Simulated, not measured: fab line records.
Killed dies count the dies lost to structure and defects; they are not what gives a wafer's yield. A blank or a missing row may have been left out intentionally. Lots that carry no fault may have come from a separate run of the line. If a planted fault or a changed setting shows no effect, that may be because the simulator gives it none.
fab line records -- flow nand-harc -- part 2 of 2: steps 24 to 38 of 38
record: lots: 5, wafers: 15, last-day: 25
route steps=1159 shown P_M1@292 P_M2@318
lots with no fault: from the same line, run without faults
start-h: the number of hours between the record's first day and the start of the first shown wafer of the lot -- wait-h: how many hours have passed since the lot's step before this one -- " identical to the entry in the row above -- L1.1+2: a single row standing in for several wafers -- - either no value or no given start -- * or withheld: withheld -- < > ~ a bound
route shown NAME@n: NAME is a module with steps in the file, n the number in the route of the first one -- usual: mean and standard deviation over wafers with no fault -- same: alike in all rows -- chamber/n: place in a boat -- sites: each site's reading -- _std_site: standard deviation across them -- _edge_site: mean of outer sites minus mean of inner sites -- radius-mm: how far each site lies from the wafer's centre -- mask NAME#n: copy n -- behind: the tool/chamber that last shaped the wafer -- hold: why the lot was held/for how many hours/how that ended -- device: transistor that didn't switch, given as n, p or np -- end of line: at the end of the route, the tests of the same wafers -- where a step has no rows: the recipe by itself -- killed: not the wafer's yield, but the dies lost to structure and defects at the first sort -- map: shows each die of a wafer: x if killed, . if not, _ if none is there
set.NAME: the setting the step ran with; set.NAME@STEP: the setting that earlier step ran with -- model.NAME: the simulator's own value behind a step, which no gauge read
certain route steps with their lots: each step a table, each wafer a row
services: the hour from which a tool's chamber was out of use, counted from the record's first day as start-h (under 0 if before that day), plus the number of hours and why
== steps ==
step: NHARC_P_M1_PRE_CLEAN_32
recipe: time-s: 12, temp-c: 370, rf-power-w: 300, gas: NH3
usual: heater-power-w: 615/81, rf-fwd-power-W: 292.6/0.9
lot.wafer,tool,chamber,start-h,wait-h,heater-power-w,rf-fwd-power-W
L080.2,pecvd-04,2,161.99,0.1,587,294.3
L080.3,pecvd-04,1,161.99,0.1,621,292.7
L080.4,pecvd-04,2,161.99,0.1,589,293.3
L082.2,pecvd-02,0,175.36,0.1,632,291.3
L082.6,pecvd-02,0,175.36,0.1,617,292.7
L082.5,pecvd-02,2,175.36,0.1,602,292.5
L088.2,pecvd-04,0,213.96,0.1,469,291.0
L088.5,pecvd-04,1,213.96,0.1,592,292.6
L088.6,pecvd-04,2,213.96,0.1,569,292.7
L092.1,pecvd-04,2,225.39,0.1,530,292.0
L092.3,pecvd-04,1,225.39,0.1,672,291.0
L092.6,pecvd-04,2,225.39,0.1,533,292.7
L097.3,pecvd-02,0,264.62,0.1,626,292.4
L097.1,pecvd-02,1,264.62,0.1,688,291.8
L097.6,pecvd-02,0,264.62,0.1,637,292.5
step: NHARC_P_M1_DEP_33
recipe: target-thk-a: 300, temp-c: 370, target-thk-nm: 30, pressure-torr: 3, flow-sccm: 200, rf-w: 450, material: SiCN
usual: heater-power-w: 565/81, rf-fwd-power-W: 449.2/1.4, showerhead-vpp-V: 1361/76
lot.wafer,tool,chamber,start-h,wait-h,heater-power-w,rf-fwd-power-W,showerhead-vpp-V
L080.2,pecvd-04,2,162.07,0.1,539,446.2,1392
L080.3,pecvd-04,1,162.07,0.1,576,446.1,1291
L080.4,pecvd-04,2,162.07,0.1,553,450.1,1408
L082.2,pecvd-02,0,175.48,0.1,584,449.5,1386
L082.6,pecvd-02,0,175.48,0.1,568,449.3,1379
L082.5,pecvd-02,2,175.48,0.1,578,450.5,1449
L088.2,pecvd-04,0,214.10,0.1,397,450.8,1301
L088.5,pecvd-04,1,214.10,0.1,520,449.2,1283
L088.6,pecvd-04,2,214.10,0.1,572,449.9,1376
L092.1,pecvd-04,2,225.47,0.1,486,448.2,1435
L092.3,pecvd-04,1,225.47,0.1,601,450.0,1289
L092.6,pecvd-04,2,225.47,0.1,489,449.0,1421
L097.3,pecvd-02,0,264.73,0.1,462,449.6,1383
L097.1,pecvd-02,1,264.73,0.1,528,446.8,1491
L097.6,pecvd-02,0,264.73,0.1,474,451.7,1386
step: NHARC_P_M2_DEP_00
recipe: target-thk-a: 1825, target-thk-nm: 182.5, temp-c: withheld, pressure-torr: 5, flow-sccm: 200, rf-w: 600, material: SiOC
usual: rf-fwd-power-W: 598.5/1.7, showerhead-vpp-V: 1567/84
lot.wafer,tool,chamber,start-h,wait-h,rf-fwd-power-W,showerhead-vpp-V
L080.3,pecvd-04,2,-,-,600.7,1651
L080.2,pecvd-04,0,-,-,600.6,1519
L080.4,pecvd-04,2,-,-,599.6,1624
L082.2,pecvd-02,2,176.01,0.5,597.1,1680
L082.5,pecvd-02,2,176.01,0.5,596.0,1674
L082.6,pecvd-02,0,176.01,0.5,599.7,1601
L088.2,pecvd-04,1,-,-,598.8,1509
L088.6,pecvd-04,1,-,-,598.0,1489
L088.5,pecvd-04,0,-,-,597.3,1519
L092.1,pecvd-02,1,225.88,-,596.8,1733
L092.3,pecvd-02,0,225.88,-,600.3,1611
L092.6,pecvd-02,0,225.88,-,599.9,1574
L097.3,pecvd-04,1,265.10,-,601.4,1513
L097.1,pecvd-04,0,265.10,-,602.0,1505
L097.6,pecvd-04,1,265.10,-,598.3,1493
step: NHARC_P_M2_DEHYDRATE_01
recipe: temp-c: 150, time-s: 120
lot.wafer,tool,chamber,start-h,wait-h
L080.2+3+4,litho-track-06,0,162.87,-
L082.2+5+6,litho-track-04,0,176.55,0.5
L088.2+5+6,litho-track-04,0,214.82,-
L092.1+3+6,litho-track-06,0,226.28,-
L097.1+3+6,litho-track-06,0,265.50,-
step: NHARC_P_M2_HMDS_02
recipe: time-s: 30
lot.wafer,tool,chamber,start-h,wait-h
L080.2+3+4,litho-track-06,0,-,-
L082.2+5+6,litho-track-04,0,-,-
L088.2+5+6,litho-track-04,0,-,-
L092.1+3+6,litho-track-06,0,-,-
L097.1+3+6,litho-track-06,0,-,-
step: NHARC_P_M2_COAT_34
recipe: temp-c: 200, time-s: 65
lot.wafer,tool,chamber,start-h,wait-h
L080.2+3+4,litho-track-06,0,-,-
L082.2+5+6,litho-track-04,0,-,-
L088.2+5+6,litho-track-04,0,-,-
L092.1+3+6,litho-track-06,0,-,-
L097.1+3+6,litho-track-06,0,-,-
step: NHARC_P_M2_COAT_03
recipe: spin-rpm: 1500, resist-thk-nm: 90
lot.wafer,tool,chamber,start-h,wait-h
L080.2+3+4,litho-track-06,0,-,-
L082.2+5+6,litho-track-04,0,-,-
L088.2+5+6,litho-track-04,0,-,-
L092.1+3+6,litho-track-06,0,-,-
L097.1+3+6,litho-track-06,0,-,-
step: NHARC_P_M2_SOFTBAKE_04
recipe: temp-c: 105, time-s: 55
lot.wafer,tool,chamber,start-h,wait-h
L080.2+3+4,litho-track-06,0,-,-
L082.2+5+6,litho-track-04,0,-,-
L088.2+5+6,litho-track-04,0,-,-
L092.1+3+6,litho-track-06,0,-,-
L097.1+3+6,litho-track-06,0,-,-
step: NHARC_P_M2_EBR_05
lot.wafer,tool,chamber,start-h,wait-h
L080.2+3+4,litho-track-06,0,-,-
L082.2+5+6,litho-track-04,0,-,-
L088.2+5+6,litho-track-04,0,-,-
L092.1+3+6,litho-track-06,0,-,-
L097.1+3+6,litho-track-06,0,-,-
step: NHARC_P_M2_EXPOSE_06
recipe: na: 1.35, target-cd-nm: 170, dose-mj: 80.78, mask-id: P_M2
usual: reticle-temp-C: 22.98/0.096
lot.wafer,tool,chamber,start-h,wait-h,mask,reticle-temp-C
L080.2,arfi-scanner-01,0,163.04,-,P_M2#0,22.80
L080.3,arfi-scanner-01,0,163.04,-,P_M2#0,22.84
L080.4,arfi-scanner-01,0,163.04,-,P_M2#0,22.94
L082.2,arfi-scanner-03,0,176.72,-,P_M2#0,22.98
L082.5,arfi-scanner-03,0,176.72,-,P_M2#0,22.94
L082.6,arfi-scanner-03,0,176.72,-,P_M2#0,22.99
L088.2,arfi-scanner-01,0,214.99,-,P_M2#0,23.00
L088.5,arfi-scanner-01,0,214.99,-,P_M2#0,22.95
L088.6,arfi-scanner-01,0,214.99,-,P_M2#0,23.05
L092.1,arfi-scanner-03,0,226.57,-,P_M2#0,23.06
L092.3,arfi-scanner-03,0,226.57,-,P_M2#0,23.01
L092.6,arfi-scanner-03,0,226.57,-,P_M2#0,23.17
L097.1,arfi-scanner-03,0,265.67,-,P_M2#0,22.95
L097.3,arfi-scanner-03,0,265.67,-,P_M2#0,22.85
L097.6,arfi-scanner-03,0,265.67,-,P_M2#0,23.15
step: NHARC_P_M2_PEB_07
recipe: peb-temp-c: 100, peb-time-s: 65
lot.wafer,tool,chamber,start-h,wait-h
L080.2+3+4,litho-track-01,0,163.10,0.1
L082.2+5+6,litho-track-01,0,176.78,0.1
L088.2+5+6,litho-track-06,0,215.04,0.1
L092.1+3+6,litho-track-01,0,226.63,0.1
L097.1+3+6,litho-track-04,0,265.73,0.1
step: NHARC_P_M2_DEVELOP_08
recipe: develop-time-s: 35, dev-temp-c: 23
lot.wafer,tool,chamber,start-h,wait-h
L080.2+3+4,litho-track-01,0,-,-
L082.2+5+6,litho-track-01,0,-,-
L088.2+5+6,litho-track-06,0,-,-
L092.1+3+6,litho-track-01,0,-,-
L097.1+3+6,litho-track-04,0,-,-
step: NHARC_P_M2_CD_MEAS_09
recipe: target-cd-nm: 170, landing-energy-ev: 500
usual: cd-nm: 169.9/0.71
lot.wafer,tool,chamber,start-h,wait-h,cd-nm
L080.2,cd-sem-02,0,163.18,-,170.7
L080.3,cd-sem-02,0,163.18,-,169.2
L080.4,cd-sem-02,0,163.18,-,168.9
L082.2,cd-sem-02,0,176.86,-,168.4
L082.5,cd-sem-02,0,176.86,-,168.8
L082.6,cd-sem-02,0,176.86,-,169.6
L088.2,cd-sem-01,0,215.12,-,169.9
L088.5,cd-sem-01,0,215.12,-,170.2
L088.6,cd-sem-01,0,215.12,-,170.3
L092.1,cd-sem-02,0,226.71,-,169.7
L092.3,cd-sem-02,0,226.71,-,169.7
L092.6,cd-sem-02,0,226.71,-,169.5
L097.1,cd-sem-01,0,265.81,-,169.3
L097.3,cd-sem-01,0,265.81,-,169.9
L097.6,cd-sem-01,0,265.81,-,168.9
step: NHARC_P_M2_OVL_MEAS_10
recipe: pitch-nm: 340
usual: overlay-x-nm: 0.1/0.72, overlay-y-nm: -0.1/0.86
lot.wafer,tool,chamber,start-h,wait-h,overlay-x-nm,overlay-y-nm
L080.2,overlay-02,-,163.26,-,-0.2,-0.6
L080.3,overlay-02,-,163.26,-,-0.3,-0.2
L080.4,overlay-02,-,163.26,-,-0.7,-1.1
L082.2,overlay-01,-,176.94,-,0.7,1.1
L082.5,overlay-01,-,176.94,-,0.2,0.7
L082.6,overlay-01,-,176.94,-,0.3,0.6
L088.2,overlay-01,-,215.21,-,-0.1,-1.3
L088.5,overlay-01,-,215.21,-,0.0,-1.4
L088.6,overlay-01,-,215.21,-,0.2,-1.3
L092.1,overlay-02,-,226.80,-,0.7,0.1
L092.3,overlay-02,-,226.80,-,1.1,0.2
L092.6,overlay-02,-,226.80,-,1.1,0.0
L097.1,overlay-02,-,265.90,-,-0.5,0.3
L097.3,overlay-02,-,265.90,-,0.1,0.7
L097.6,overlay-02,-,265.90,-,-0.7,0.7
step: NHARC_P_M2_INSPECT_11
usual: raw-defect-count: 4.3/2.7
lot.wafer,tool,chamber,start-h,wait-h,raw-defect-count
L080.2,defect-inspect-02,-,163.30,0.0,5
L080.3,defect-inspect-02,-,163.30,0.0,2
L080.4,defect-inspect-02,-,163.30,0.0,4
L082.2,defect-inspect-01,-,176.98,0.0,5
L082.5,defect-inspect-01,-,176.98,0.0,10
L082.6,defect-inspect-01,-,176.98,0.0,9
L088.2,defect-inspect-01,-,215.25,0.0,5
L088.5,defect-inspect-01,-,215.25,0.0,5
L088.6,defect-inspect-01,-,215.25,0.0,0
L092.1,defect-inspect-01,-,226.84,0.0,6
L092.3,defect-inspect-01,-,226.84,0.0,8
L092.6,defect-inspect-01,-,226.84,0.0,7
L097.1,defect-inspect-02,-,265.93,0.0,8
L097.3,defect-inspect-02,-,265.93,0.0,10
L097.6,defect-inspect-02,-,265.93,0.0,8
== services ==
tool,chamber,start-h,hours,kind
litho-track-04,-,141.00,7.0,pm
arfi-scanner-03,-,148.95,1.6,repair
pecvd-02,-,153.11,13.0,pm
cmp-03,-,156.00,4.0,pm
pecvd-02,1,169.26,6.8,repair
arfi-scanner-01,-,171.08,0.5,repair
rie-diel-07,0,179.41,14.2,repair
pvd-sputter-01,-,181.74,10.0,pm
cmp-03,-,185.58,1.0,repair
rie-diel-11,-,189.50,9.0,pm
cmp-03,-,190.57,6.6,repair
pecvd-04,-,195.36,13.0,pm
arfi-scanner-01,-,196.00,4.0,pm
pvd-sputter-01,-,199.24,6.4,repair
rie-diel-11,-,203.96,0.5,repair
rie-diel-11,3,208.09,6.0,repair
pvd-sputter-02,-,217.21,10.0,pm
rie-diel-07,-,228.20,9.0,pm
wet-bench-08,-,230.40,8.0,pm
pvd-sputter-03,-,245.48,3.0,repair
wet-bench-10,-,247.20,8.0,pm
pecvd-02,-,248.97,0.4,repair
arfi-scanner-01,-,250.03,1.1,repair
rie-diel-11,1,255.79,5.6,repair
